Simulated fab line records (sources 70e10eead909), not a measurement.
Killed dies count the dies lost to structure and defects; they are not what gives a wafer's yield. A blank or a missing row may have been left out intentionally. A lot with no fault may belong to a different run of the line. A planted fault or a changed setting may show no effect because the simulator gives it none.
fab line records ; flow nand-harc
[record] lots = 6; wafers = 18; last-day = 34
route steps=1302 shown P_CONTACT@218
lots that met no fault: taken from a fault-free run of the same line
start-h: start of the lot's first displayed wafer, in hours after the record's first day ; wait-h: how many hours have passed since the lot's step before this one ; " same as the row above ; L1.1+2: a row that stands for several wafers ; - value missing, or start not given ; * or withheld: withheld ; < > ~ a bound
route shown NAME@n: NAME is a module with steps in the file, n the number in the route of the first one ; usual: mean/standard deviation of fault-free wafers ; same: alike in all rows ; chamber/n: place in a boat ; sites: per-site readings ; _std_site: the standard deviation of these ; _edge_site: outer sites' mean less inner sites' ; radius-mm: how far each site lies from the wafer's centre ; mask NAME#n: copy n ; behind: tool/chamber where the wafer was last shaped ; hold: why the lot was held/for how many hours/how that ended ; device: names the non-switching transistor (n, p or np) ; end of line: the same wafers' tests at the end of the route ; a step given without rows: its recipe and nothing more ; killed: not the wafer's yield, but the dies lost to structure and defects at the first sort ; map: a wafer's dies, marking killed ones x, the rest . and places with no die _
set.NAME: the setting as run; set.NAME@STEP: as run at that earlier step ; model.NAME: the simulator's own value behind a step, which no gauge read
certain route steps with their lots: each step a table, each wafer a row
services: a tool's chamber out of use, with start hour (start-h, from the record's first day; less than 0 if before it), hours out, and reason
[[steps]]
[step NHARC_P_CONTACT_DEP_00]
[recipe] target-thk-a = 5000; temp-c = 400; pressure-torr = 6.5; rf-w = 900; teos-flow-sccm = 161.4; flow-sccm = 2650; target-thk-nm = 500; gas = O2; material = SiO2
[usual] heater-power-w = 586/93; throttle-valve-pct = 15.9/0.7
lot.wafer;tool;chamber;start-h;wait-h;heater-power-w;throttle-valve-pct
L755.1;pecvd-01;0;-;-;562;16.5
L755.4;pecvd-01;2;-;-;470;15.6
L755.6;pecvd-01;1;-;-;703;15.3
L756.2;pecvd-01;2;-;-;514;16.0
L756.1;pecvd-01;0;-;-;558;16.2
L756.4;pecvd-01;1;-;-;678;15.4
L771.1;pecvd-03;1;-;-;616;17.0
L771.5;pecvd-03;0;-;-;740;16.2
L771.6;pecvd-03;1;-;-;636;16.9
L773.3;pecvd-02;0;-;-;519;16.3
L773.2;pecvd-02;2;-;-;694;14.7
L773.5;pecvd-02;0;-;-;385;16.1
L772.3;pecvd-03;1;-;-;590;17.0
L772.4;pecvd-03;2;-;-;513;14.8
L772.6;pecvd-03;1;-;-;606;17.1
L774.2;pecvd-01;0;-;-;546;16.2
L774.6;pecvd-01;2;-;-;492;15.3
L774.4;pecvd-01;1;-;-;731;15.9
[step NHARC_P_CONTACT_CMP_01]
[recipe] target-thk-nm = 200; material = SiO2
[usual] motor-current-A = 11.9/1.1; slurry-flow-ml-min = 150.0/0.44
lot.wafer;tool;chamber;start-h;wait-h;motor-current-A;slurry-flow-ml-min
L755.1;cmp-04;0;155.97;-;13.6;150.5
L755.4;cmp-04;2;155.97;-;12.5;149.8
L755.6;cmp-04;0;155.97;-;13.3;150.8
L756.2;cmp-02;1;163.01;-;10.4;149.3
L756.1;cmp-02;3;163.01;-;11.7;150.0
L756.4;cmp-02;0;163.01;-;10.7;149.3
L771.1;cmp-03;2;317.73;-;11.3;149.5
L771.5;cmp-03;1;317.73;-;12.0;150.2
L771.6;cmp-03;2;317.73;-;10.9;149.9
L773.3;cmp-02;1;338.73;-;10.5;150.6
L773.2;cmp-02;0;338.73;-;9.6;149.8
L773.5;cmp-02;1;338.73;-;9.8;151.0
L772.4;cmp-04;1;339.00;-;12.2;150.0
L772.3;cmp-04;2;339.00;-;12.6;149.9
L772.6;cmp-04;2;339.00;-;12.2;149.8
L774.2;cmp-04;1;349.23;-;12.4;150.5
L774.4;cmp-04;2;349.23;-;12.8;150.5
L774.6;cmp-04;3;349.23;-;11.0;149.5
[step NHARC_P_CONTACT_SRD_03]
[step NHARC_P_CONTACT_DEHYDRATE_04]
[recipe] temp-c = 150; time-s = 120
[step NHARC_P_CONTACT_HMDS_05]
[recipe] time-s = 30
[step NHARC_P_CONTACT_COAT_33]
[recipe] temp-c = 260; time-s = 75
[step NHARC_P_CONTACT_COAT_34]
[recipe] temp-c = 225; time-s = 65
[step NHARC_P_CONTACT_COAT_06]
[recipe] spin-rpm = 1500; resist-thk-nm = 90
[step NHARC_P_CONTACT_SOFTBAKE_07]
[recipe] temp-c = 105; time-s = 55
[step NHARC_P_CONTACT_EBR_08]
[step NHARC_P_CONTACT_EXPOSE_09]
[recipe] na = 1.35; target-cd-nm = 90; dose-mj = 81.26; mask-id = P_CA
[step NHARC_P_CONTACT_PEB_10]
[recipe] peb-temp-c = 100; peb-time-s = 65
[usual] resist-line-temp-C = 22.98/0.12
lot.wafer;tool;chamber;start-h;wait-h;resist-line-temp-C
L755.1;litho-track-04;0;156.61;0.1;22.87
L755.4;litho-track-04;0;156.61;0.1;22.88
L755.6;litho-track-04;0;156.61;0.1;23.11
L756.1;litho-track-06;0;163.76;0.1;23.02
L756.2;litho-track-06;0;163.76;0.1;23.01
L756.4;litho-track-06;0;163.76;0.1;22.94
L771.1;litho-track-06;0;318.45;0.1;22.86
L771.5;litho-track-06;0;318.45;0.1;22.86
L771.6;litho-track-06;0;318.45;0.1;23.08
L773.2;litho-track-01;0;339.50;0.1;22.87
L773.3;litho-track-01;0;339.50;0.1;22.77
L773.5;litho-track-01;0;339.50;0.1;22.78
L772.3;litho-track-06;0;339.77;0.0;23.30
L772.4;litho-track-06;0;339.77;0.0;23.06
L772.6;litho-track-06;0;339.77;0.0;23.09
L774.2;litho-track-01;0;349.93;0.1;22.87
L774.4;litho-track-01;0;349.93;0.1;22.94
L774.6;litho-track-01;0;349.93;0.1;22.79
[step NHARC_P_CONTACT_DEVELOP_11]
[recipe] develop-time-s = 35; dev-temp-c = 23
[step NHARC_P_CONTACT_CD_MEAS_12]
[recipe] target-cd-nm = 90; landing-energy-ev = 500
[usual] cd-nm = 90.3/0.64
[same] landing-energy-ev = 500
lot.wafer;tool;chamber;start-h;wait-h;cd-nm
L755.1;cd-sem-02;0;156.69;-;91.3
L755.4;cd-sem-02;0;156.69;-;90.2
L755.6;cd-sem-02;0;156.69;-;90.7
L756.1;cd-sem-02;0;163.84;-;90.9
L756.2;cd-sem-02;0;163.84;-;89.0
L756.4;cd-sem-02;0;163.84;-;90.1
L771.1;cd-sem-01;0;318.53;-;107.0
L771.5;cd-sem-01;0;318.53;-;106.4
L771.6;cd-sem-01;0;318.53;-;105.8
L773.2;cd-sem-01;0;339.58;-;90.1
L773.3;cd-sem-01;0;339.58;-;89.9
L773.5;cd-sem-01;0;339.58;-;89.4
L772.3;cd-sem-02;0;339.86;-;110.6
L772.4;cd-sem-02;0;339.86;-;109.5
L772.6;cd-sem-02;0;339.86;-;111.0
L774.2;cd-sem-02;0;350.01;-;89.7
L774.4;cd-sem-02;0;350.01;-;90.1
L774.6;cd-sem-02;0;350.01;-;89.5
[step NHARC_P_CONTACT_OVL_MEAS_13]
[usual] overlay-x-nm = 0.0/0.81; overlay-y-nm = 0.1/0.92
lot.wafer;tool;chamber;start-h;wait-h;overlay-x-nm;overlay-y-nm
L755.1;overlay-01;-;156.78;-;-1.0;0.7
L755.4;overlay-01;-;156.78;-;-0.6;1.5
L755.6;overlay-01;-;156.78;-;-0.3;1.4
L756.1;overlay-02;-;163.92;-;0.1;-0.3
L756.2;overlay-02;-;163.92;-;0.3;-0.7
L756.4;overlay-02;-;163.92;-;0.2;-0.9
L771.1;overlay-01;-;318.62;-;-1.9;-0.3
L771.5;overlay-01;-;318.62;-;-1.8;-0.6
L771.6;overlay-01;-;318.62;-;-1.6;-0.7
L773.2;overlay-02;-;339.67;-;-1.0;-0.2
L773.3;overlay-02;-;339.67;-;-1.3;-0.5
L773.5;overlay-02;-;339.67;-;-1.2;-0.9
L772.3;overlay-02;-;339.94;-;-0.9;0.7
L772.4;overlay-02;-;339.94;-;-1.1;0.0
L772.6;overlay-02;-;339.94;-;-0.9;-0.1
L774.2;overlay-01;-;350.10;-;-0.8;0.1
L774.4;overlay-01;-;350.10;-;-0.4;0.4
L774.6;overlay-01;-;350.10;-;-1.3;0.5
[step NHARC_P_CONTACT_INSPECT_14]
[usual] raw-defect-count = 4.4/2.4
lot.wafer;tool;chamber;start-h;wait-h;raw-defect-count
L755.1;defect-inspect-02;-;156.83;0.1;7
L755.4;defect-inspect-02;-;156.83;0.1;0
L755.6;defect-inspect-02;-;156.83;0.1;6
L756.1;defect-inspect-02;-;163.96;0.0;2
L756.2;defect-inspect-02;-;163.96;0.0;4
L756.4;defect-inspect-02;-;163.96;0.0;2
L771.1;defect-inspect-01;-;318.65;0.0;3
L771.5;defect-inspect-01;-;318.65;0.0;2
L771.6;defect-inspect-01;-;318.65;0.0;5
L773.2;defect-inspect-02;-;339.71;0.0;6
L773.3;defect-inspect-02;-;339.71;0.0;6
L773.5;defect-inspect-02;-;339.71;0.0;8
L772.3;defect-inspect-01;-;339.98;0.0;9
L772.4;defect-inspect-01;-;339.98;0.0;5
L772.6;defect-inspect-01;-;339.98;0.0;4
L774.2;defect-inspect-01;-;350.13;0.0;6
L774.4;defect-inspect-01;-;350.13;0.0;4
L774.6;defect-inspect-01;-;350.13;0.0;4
[step NHARC_P_CONTACT_DESCUM_17]
[recipe] time-s = 3; o2-flow-sccm = 200; ar-flow-sccm = 0; bias-power-w = 0; chemistry = O2
[usual] drypump-motor-current-A = 5.6/0.36; o2-flow-sccm = 200.0/0.57; oes-product-au = 1.001/0.011; rf-vpp-V = 57.8/0.94; showerhead-plenum-p-Torr = 1.93/0.076; throttle-valve-pct = 11.312/0.0087
lot.wafer;tool;chamber;start-h;wait-h;drypump-motor-current-A;o2-flow-sccm;oes-product-au;rf-hours-counter-h;rf-vpp-V;showerhead-plenum-p-Torr;throttle-valve-pct;model.P_CONTACT.cd-nm
L755.1;rie-diel-06;1;156.90;0.1;5.7;200.8;1.017;0.8;57.9;1.93;11.304;91.63
L755.4;rie-diel-06;3;156.90;0.1;5.8;200.1;0.984;1.0;58.5;1.99;11.321;89.74
L755.6;rie-diel-06;1;156.90;0.1;5.7;200.3;1.012;-;59.6;1.93;11.319;91.36
L756.4;rie-diel-06;3;164.02;0.1;5.8;199.0;0.986;1.3;58.8;1.99;11.309;89.62
L756.1;rie-diel-06;0;164.02;0.1;5.2;200.1;1.008;1.1;57.4;2.02;11.302;90.74
L756.2;rie-diel-06;1;164.02;0.1;5.7;200.0;1.023;1.2;58.5;1.93;11.311;89.47
L771.1;rie-diel-13;0;318.74;0.1;4.9;200.2;1.016;3.9;57.4;1.92;11.303;105.9
L771.5;rie-diel-13;1;318.74;0.1;4.9;200.9;1.010;-;57.5;2.03;11.319;105.9
L771.6;rie-diel-13;2;318.74;0.1;5.9;200.5;1.006;-;56.8;1.80;11.309;105
L773.3;rie-diel-12;1;339.77;0.1;5.7;200.0;1.006;1.2;57.4;1.79;11.312;90.83
L773.2;rie-diel-12;2;339.77;0.1;5.5;199.7;0.987;1.2;57.5;1.85;11.322;90.69
L773.5;rie-diel-12;1;339.77;0.1;5.7;200.2;1.014;-;59.5;1.79;11.306;90.59
L772.3;rie-diel-06;2;340.04;0.1;5.6;200.0;1.009;0.3;59.0;1.97;11.317;110.5
L772.4;rie-diel-06;0;340.04;0.1;5.2;199.4;0.989;0.3;57.6;2.01;11.309;109.4
L772.6;rie-diel-06;2;340.04;0.1;5.6;200.3;1.004;-;57.4;1.97;11.300;110.7
L774.2;rie-diel-06;1;350.20;0.1;5.7;200.4;0.992;0.7;58.3;1.93;11.312;90.13
L774.4;rie-diel-06;3;350.20;0.1;5.8;200.1;0.987;0.6;58.3;1.99;11.319;90.03
L774.6;rie-diel-06;0;350.20;0.1;5.2;199.6;0.991;-;56.7;2.01;11.302;90.42
[step NHARC_P_CONTACT_ETCH_35]
[recipe] target-depth-a = 390; over-etch-frac = 0.3; time-s = 65; ion-energy-ev = 80; cf4-flow-sccm = 150; ar-flow-sccm = 0; rf-w = 300; bias-w = 100; chemistry = CF4
[usual] drypump-motor-current-A = 5.6/0.35; oes-product-au = 1.002/0.011; rf-vpp-V = 151.3/1.2; showerhead-plenum-p-Torr = 1.78/0.065; throttle-valve-pct = 13.283/0.01
lot.wafer;tool;chamber;start-h;wait-h;drypump-motor-current-A;oes-product-au;rf-hours-counter-h;rf-vpp-V;showerhead-plenum-p-Torr;throttle-valve-pct
L755.4;rie-diel-06;1;156.97;0.1;5.6;1.008;0.8;151.5;1.78;13.271
L755.1;rie-diel-06;2;156.97;0.1;5.5;0.998;1.0;151.5;1.82;13.268
L755.6;rie-diel-06;2;156.97;0.1;5.5;0.992;-;152.3;1.82;13.277
L756.1;rie-diel-06;2;164.11;0.1;5.5;0.990;1.5;152.2;1.82;13.294
L756.4;rie-diel-06;3;164.11;0.1;5.8;0.985;1.3;152.1;1.83;13.283
L756.2;rie-diel-06;1;164.11;0.1;5.6;1.006;1.2;151.5;1.78;13.286
L771.1;rie-diel-13;0;318.80;0.1;4.9;1.009;3.9;151.1;1.77;13.272
L771.5;rie-diel-13;0;318.80;0.1;4.9;1.009;-;151.2;1.77;13.280
L771.6;rie-diel-13;1;318.80;0.1;4.9;1.016;-;151.8;1.87;13.304
L773.3;rie-diel-12;2;339.85;0.1;5.6;0.998;1.2;149.4;1.72;13.294
L773.2;rie-diel-12;0;339.85;0.1;5.7;0.993;1.4;153.1;1.80;13.297
L773.5;rie-diel-12;2;339.85;0.1;5.6;1.006;-;150.3;1.72;13.281
L772.4;rie-diel-06;2;340.12;0.1;5.5;1.004;0.3;151.0;1.82;13.281
L772.3;rie-diel-06;0;340.12;0.1;5.2;0.988;0.3;152.9;1.85;13.283
L772.6;rie-diel-06;2;340.12;0.1;5.5;0.995;-;151.4;1.82;13.282
L774.2;rie-diel-06;3;350.28;0.1;5.8;0.990;0.6;151.2;1.83;13.279
L774.4;rie-diel-06;2;350.28;0.1;5.6;1.013;0.7;151.2;1.82;13.290
L774.6;rie-diel-06;3;350.28;0.1;5.8;0.991;-;152.5;1.83;13.287
[step NHARC_P_CONTACT_ETCH_36]
[recipe] target-depth-a = 2600; over-etch-frac = 0.25; time-s = 406.25; ion-energy-ev = 200; n2-flow-sccm = 150; h2-flow-sccm = 150; ar-flow-sccm = 0; rf-w = 400; bias-w = 150; chemistry = N2/H2
[usual] drypump-motor-current-A = 5.6/0.35; oes-product-au = 1.001/0.011; rf-vpp-V = 431.1/2.5; showerhead-plenum-p-Torr = 2.06/0.083; throttle-valve-pct = 14.171/0.0087
lot.wafer;tool;chamber;start-h;wait-h;drypump-motor-current-A;oes-product-au;rf-hours-counter-h;rf-vpp-V;showerhead-plenum-p-Torr;throttle-valve-pct
L755.4;rie-diel-06;2;-;-;5.5;1.005;1.1;432.3;2.11;14.180
L755.1;rie-diel-06;3;-;-;5.8;0.988;1.1;432.4;2.12;14.173
L755.6;rie-diel-06;2;-;-;5.6;1.000;-;432.7;2.11;14.161
L756.2;rie-diel-06;3;-;-;5.8;0.994;1.4;434.0;2.12;14.181
L756.4;rie-diel-06;1;-;-;5.7;1.012;1.2;430.4;2.06;14.161
L756.1;rie-diel-06;2;-;-;5.6;1.002;1.5;431.8;2.11;14.178
L771.1;rie-diel-13;2;-;-;5.9;1.002;3.8;426.8;1.91;14.169
L771.5;rie-diel-13;0;-;-;4.9;1.004;-;430.2;2.05;14.169
L771.6;rie-diel-13;1;-;-;4.9;1.012;-;433.6;2.17;14.160
L773.2;rie-diel-12;3;-;-;5.8;0.981;1.5;428.0;2.00;14.165
L773.3;rie-diel-12;2;-;-;5.6;0.999;1.3;428.5;1.97;14.156
L773.5;rie-diel-12;3;-;-;5.8;0.986;-;428.8;2.00;14.176
L772.4;rie-diel-06;2;-;-;5.6;1.015;0.4;433.1;2.10;14.167
L772.3;rie-diel-06;3;-;-;5.8;0.989;0.4;431.6;2.12;14.177
L772.6;rie-diel-06;1;-;-;5.7;1.006;-;430.5;2.06;14.168
L774.2;rie-diel-06;2;-;-;5.5;1.017;0.8;433.1;2.10;14.181
L774.4;rie-diel-06;3;-;-;5.8;0.996;0.7;434.3;2.12;14.171
L774.6;rie-diel-06;3;-;-;5.8;0.985;-;431.9;2.12;14.161
[step NHARC_P_CONTACT_ETCH_18]
[recipe] target-depth-a = 4810; time-s = 240.5; c4f8-flow-sccm = 20; o2-flow-sccm = 10; ar-flow-sccm = withheld; rf-w = 600; bias-w = 1500; chemistry = C4F8/O2/Ar
[usual] oes-product-au = 0.955/0.02; rf-vpp-V = 979/5.1
lot.wafer;tool;chamber;start-h;wait-h;oes-product-au;rf-hours-counter-h;rf-vpp-V
L755.4;rie-diel-06;2;-;-;0.965;1.3;981
L755.1;rie-diel-06;0;-;-;0.961;1.0;985
L755.6;rie-diel-06;2;-;-;0.973;-;982
L756.4;rie-diel-06;3;-;-;0.919;1.6;983
L756.2;rie-diel-06;0;-;-;0.936;1.3;986
L756.1;rie-diel-06;1;-;-;0.927;1.3;981
L771.1;rie-diel-13;0;-;-;0.974;4.1;978
L771.5;rie-diel-13;3;-;-;0.973;-;981
L771.6;rie-diel-13;0;-;-;0.966;-;979
L773.2;rie-diel-12;3;-;-;0.941;1.7;977
L773.3;rie-diel-12;1;-;-;0.969;1.4;968
L773.5;rie-diel-12;0;-;-;0.931;-;980
L772.3;rie-diel-06;1;-;-;0.924;0.5;980
L772.4;rie-diel-06;2;-;-;0.935;0.5;981
L772.6;rie-diel-06;1;-;-;0.930;-;980
L774.2;rie-diel-06;2;-;-;0.983;1.0;983
L774.4;rie-diel-06;0;-;-;0.935;0.9;984
L774.6;rie-diel-06;2;-;-;0.986;-;982
[step NHARC_P_CONTACT_STRIP_37]
[recipe] c4f8-flow-sccm = withheld; o2-flow-sccm = 8; ar-flow-sccm = withheld; bias-w = 0; chemistry = C4F8/O2/Ar
[step NHARC_P_CONTACT_ETCH_31]
[recipe] target-depth-a = 300; time-s = 85.7; ion-energy-ev = 120; over-etch-frac = 1; ch3f-flow-sccm = 50; o2-flow-sccm = 30; ar-flow-sccm = 200; rf-w = 500; bias-w = 100; chemistry = CH3F/O2
[usual] drypump-motor-current-A = 5.6/0.36; o2-flow-sccm = 29.99/0.091; oes-product-au = 0.974/0.017; rf-vpp-V = 244.7/1.5; showerhead-plenum-p-Torr = 2.48/0.088; throttle-valve-pct = 20.663/0.0097
lot.wafer;tool;chamber;start-h;wait-h;drypump-motor-current-A;o2-flow-sccm;oes-product-au;rf-hours-counter-h;rf-vpp-V;showerhead-plenum-p-Torr;throttle-valve-pct;model.P_CONTACT.cd-nm
L755.1;rie-diel-06;2;-;-;5.6;30.10;0.993;1.4;246.0;2.53;20.657;92.25
L755.4;rie-diel-06;3;-;-;5.8;29.95;0.976;1.3;246.0;2.55;20.644;89.94
L755.6;rie-diel-06;0;-;-;5.2;29.98;0.981;-;245.0;2.59;20.667;90.8
L756.1;rie-diel-06;3;-;-;5.8;30.15;0.955;1.7;244.8;2.55;20.663;90.82
L756.4;rie-diel-06;1;-;-;5.7;29.99;0.967;1.4;243.7;2.48;20.650;90.58
L756.2;rie-diel-06;2;-;-;5.6;30.00;0.954;1.7;245.5;2.53;20.666;91.5
L771.1;rie-diel-13;1;-;-;4.9;30.12;0.989;4.0;248.1;2.61;20.668;107.3
L771.6;rie-diel-13;3;-;-;6.1;30.02;0.974;-;245.1;2.51;20.667;106.8
L771.5;rie-diel-13;0;-;-;4.9;29.88;0.977;-;244.0;2.47;20.669;102.8
L773.2;rie-diel-12;2;-;-;5.6;29.90;0.985;1.5;244.0;2.38;20.679;91.9
L773.3;rie-diel-12;1;-;-;5.7;29.94;0.974;1.4;243.2;2.31;20.661;91.61
L773.5;rie-diel-12;2;-;-;5.5;29.95;0.966;-;242.5;2.38;20.686;91.64
L772.4;rie-diel-06;2;-;-;5.6;30.13;0.977;0.6;245.4;2.53;20.656;107
L772.3;rie-diel-06;3;-;-;5.8;30.02;0.936;0.5;246.3;2.55;20.636;111.6
L772.6;rie-diel-06;3;-;-;5.8;30.01;0.938;-;245.1;2.55;20.657;108.8
L774.4;rie-diel-06;3;-;-;5.8;30.13;0.969;1.0;245.0;2.55;20.649;91.42
L774.2;rie-diel-06;2;-;-;5.6;30.02;0.993;1.1;245.9;2.53;20.655;88.22
L774.6;rie-diel-06;0;-;-;5.2;29.89;0.954;-;245.8;2.58;20.651;90.96
[step NHARC_P_CONTACT_CD_MEAS_19]
[usual] cd-nm = 90.3/1.9
lot.wafer;tool;chamber;start-h;wait-h;cd-nm
L755.1;cd-sem-02;-;157.77;-;92.3
L755.4;cd-sem-02;-;157.77;-;90.2
L755.6;cd-sem-02;-;157.77;-;91.0
L756.1;cd-sem-01;-;164.89;-;90.6
L756.2;cd-sem-01;-;164.89;-;91.4
L756.4;cd-sem-01;-;164.89;-;90.6
L771.1;cd-sem-01;-;319.59;-;107.4
L771.5;cd-sem-01;-;319.59;-;103.1
L771.6;cd-sem-01;-;319.59;-;106.9
L773.2;cd-sem-01;-;340.64;-;91.8
L773.3;cd-sem-01;-;340.64;-;91.1
L773.5;cd-sem-01;-;340.64;-;91.5
L772.3;cd-sem-03;-;341.29;-;111.6
L772.4;cd-sem-03;-;341.29;-;107.0
L772.6;cd-sem-03;-;341.29;-;108.9
L774.2;cd-sem-01;-;351.07;-;88.2
L774.4;cd-sem-01;-;351.07;-;90.9
L774.6;cd-sem-01;-;351.07;-;91.0
[[services]]
tool;chamber;start-h;hours;kind
rie-diel-06;3;135.75;3.7;repair
cmp-02;-;136.65;4.0;pm
pecvd-03;1;140.93;2.8;repair
litho-track-01;-;155.00;7.0;pm
rie-diel-13;-;165.00;9.0;pm
cmp-02;-;171.64;1.3;repair
litho-track-06;-;179.00;7.0;pm
pecvd-03;-;185.00;13.0;pm
cmp-04;-;190.41;0.9;repair
pecvd-03;1;205.36;44.7;repair
rie-diel-06;0;207.25;4.2;repair
cmp-04;-;209.02;4.0;pm
rie-diel-12;3;234.56;3.0;repair
rie-diel-12;2;242.02;10.6;repair
rie-diel-12;3;246.98;3.9;repair
rie-diel-06;0;259.36;6.0;repair
rie-diel-12;-;268.40;9.0;pm
cmp-04;-;301.83;27.8;repair
rie-diel-06;-;307.33;9.0;pm
pecvd-01;-;311.06;13.0;pm
rie-diel-06;1;317.35;10.1;repair
rie-diel-12;1;320.46;4.1;repair
cmp-04;-;329.65;4.0;pm
rie-diel-13;-;342.00;9.0;pm
[[key]]
[first-sign] step = NHARC_P_CONTACT_CD_MEAS_12; reading = cd-nm; direction = up; sigmas = 28; usual = 90.3; struck = 108.4; through = control-loop
[effect] step = NHARC_P_CONTACT_CD_MEAS_19; reading = cd-nm; direction = up; sigmas = 9.2; usual = 90.3; struck = 107.5; through = control-loop
[model-effect] step = NHARC_P_CONTACT_DESCUM_17; value = P_CONTACT.cd-nm; without = 90.19; struck = 107.9
[model-effect] step = NHARC_P_CONTACT_ETCH_31; value = P_CONTACT.cd-nm; without = 89.67; struck = 107.4
met-at NHARC_P_CONTACT_PEB_10
struck-wafers L771.1,L771.5,L771.6,L772.3,L772.4,L772.6
rows-end L771.1,L771.5,L771.6
later-rows-left-out L772.3,L772.4,L772.6
sort-left-out L772.3,L772.4,L772.6
tester-left-out L772
[loop-trim] step = NHARC_P_CONTACT_EXPOSE_09; setting = dose; lots = L771
onset-between 163.76 318.45
also-fits NHARC_P_CONTACT_DEP_00:pecvd-03
[fault] kind = process-parameter-drift; tool = litho-track-06; chamber = -; onset-h = 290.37; steps = NHARC_P_CONTACT_PEB_10; channel = peb-time-s; offset = *; shape = step; acts-in = *; stated = *
// tester-left-out: of these lots the tester's yield and bins aren't shown, on N5 and GAA mostly nor the transistor test; their killed dies are dies lost to structure and defects alone, not to doping, threshold or leakage, so they don't give the yield
// sort-left-out: the simulated sort isn't trusted on such a fault, so these wafers' sort isn't shown, and their yield isn't known
// later-rows-left-out: the simulator's readings of these wafers behind a module that went badly wrong aren't trusted and aren't shown, but for the sort
// rows-end: these wafers met a further fault down the route, and their rows from its step on are left out
// loop-trim: a control loop set the setting to another value than it would have without faults
